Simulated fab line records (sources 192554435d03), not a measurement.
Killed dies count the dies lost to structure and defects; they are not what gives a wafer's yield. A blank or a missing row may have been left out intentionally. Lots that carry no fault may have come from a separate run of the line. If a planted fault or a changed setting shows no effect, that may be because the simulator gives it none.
What tool caused it? :: flow n5Finfet :: 11 lots with 33 wafers sampled at 2 steps, on a route of 1938 steps

## WHAT EACH GAUGE READ, for each wafer
N5_BEOL_M15_RS_MEAS_54: the measuring method here is four-point-probe.
lot: L781
measured: day 10 15:05
on: filmMetro-01
M15_RS (ohm/sq): 0.0216 0.0216 0.0214

lot: L784
measured: day 11 14:37
on: filmMetro-02
M15_RS (ohm/sq): 0.0217 0.0219 0.0210

lot: L785
measured: day 12 07:53
on: filmMetro-01
M15_RS (ohm/sq): 0.0214 0.0217 0.0221

lot: L782
measured: day 12 07:55
on: filmMetro-01
M15_RS (ohm/sq): 0.0223 0.0222 0.0214

lot: L783
measured: day 12 19:42
on: filmMetro-01
M15_RS (ohm/sq): 0.0213 0.0217 0.0215

lot: L788
measured: day 14 06:50
on: filmMetro-01
M15_RS (ohm/sq): 0.0218 0.0213 0.0215

lot: L795
measured: day 15 10:57
on: filmMetro-02
M15_RS (ohm/sq): 0.0218 0.0211 0.0217

lot: L797
measured: day 16 03:35
on: filmMetro-02
M15_RS (ohm/sq): 0.0215 0.0222 0.0215

lot: L802
measured: day 17 11:01
on: filmMetro-01
M15_RS (ohm/sq): 0.0212 0.0218 0.0216

lot: L803
measured: day 17 12:57
on: filmMetro-01
M15_RS (ohm/sq): 0.0221 0.0214 0.0218

lot: L804
measured: day 17 13:13
on: filmMetro-02
M15_RS (ohm/sq): 0.0219 0.0219 0.0215

## WHAT TOOL EACH LOT RAN ON (gives the tool, then ch and the chambers of the sampled wafers, and finally the start)
lot: L781
N5_BEOL_M15_ANNEAL_48: rtpAnneal-01 ch 0, day 10 14:22

lot: L784
N5_BEOL_M15_ANNEAL_48: rtpAnneal-01 ch 0, day 11 13:40

lot: L785
N5_BEOL_M15_ANNEAL_48: rtpAnneal-01 ch 0, day 12 07:10

lot: L782
N5_BEOL_M15_ANNEAL_48: rtpAnneal-02 ch 0, day 12 07:17

lot: L783
N5_BEOL_M15_ANNEAL_48: rtpAnneal-01 ch 0, day 12 18:59

lot: L788
N5_BEOL_M15_ANNEAL_48: rtpAnneal-01 ch 0, day 14 06:09

lot: L795
N5_BEOL_M15_ANNEAL_48: rtpAnneal-01 ch 0, day 15 10:19

lot: L797
N5_BEOL_M15_ANNEAL_48: rtpAnneal-02 ch 0, day 16 02:51

lot: L802
N5_BEOL_M15_ANNEAL_48: rtpAnneal-02 ch 0, day 17 10:20

lot: L803
N5_BEOL_M15_ANNEAL_48: rtpAnneal-01 ch 0, day 17 12:14

lot: L804
N5_BEOL_M15_ANNEAL_48: rtpAnneal-01 ch 0, day 17 12:30
- N5_BEOL_M15_ANNEAL_48: time 90 s.

## AS READ BY THE TOOLS THEMSELVES (means over the sampled wafers that have a number; for cases with no such wafer, the mark the record gives instead)
N5_BEOL_M15_ANNEAL_48.
lot: L781
tool: rtpAnneal-01
wafer_temp_C_max: 226.2

lot: L784
tool: rtpAnneal-01
wafer_temp_C_max: 226.3

lot: L785
tool: rtpAnneal-01
wafer_temp_C_max: 226.0

lot: L782
tool: rtpAnneal-02
wafer_temp_C_max: 225.8

lot: L783
tool: rtpAnneal-01
wafer_temp_C_max: 225.8

lot: L788
tool: rtpAnneal-01
wafer_temp_C_max: 226.1

lot: L795
tool: rtpAnneal-01
wafer_temp_C_max: 226.1

lot: L797
tool: rtpAnneal-02
wafer_temp_C_max: 225.8

lot: L802
tool: rtpAnneal-02
wafer_temp_C_max: 226.2

lot: L803
tool: rtpAnneal-01
wafer_temp_C_max: 226.7

lot: L804
tool: rtpAnneal-01
wafer_temp_C_max: 226.1

## THE ANSWER, worked out from the rows above alone
Rule: the lots themselves supply what counts as usual. Put in order of their means at a reading, lots are off if they are a third of the lots or fewer, leave a main group of 4 or more, and stand apart from it by a gap of 3 or more times the standard deviation of the main group's means; of several such gaps the widest counts. The tables above print the reading to a certain number of digits; a main group whose means all agree to those digits is not used. A lot without any number at a reading at which 4 lots or more have one is off too. The other lots that the step has rows for count as sound. Order of review: gauges by route order, followed by the tools' own readings, for which a lot's mean as printed above is used. At the first step where some lot is off, the reading lying furthest off is the one used; lots without a number count as furthest.
No lot is off on any of the readings shown, so nothing can be concluded from this.

## WHAT THE SIMULATOR PUT IN
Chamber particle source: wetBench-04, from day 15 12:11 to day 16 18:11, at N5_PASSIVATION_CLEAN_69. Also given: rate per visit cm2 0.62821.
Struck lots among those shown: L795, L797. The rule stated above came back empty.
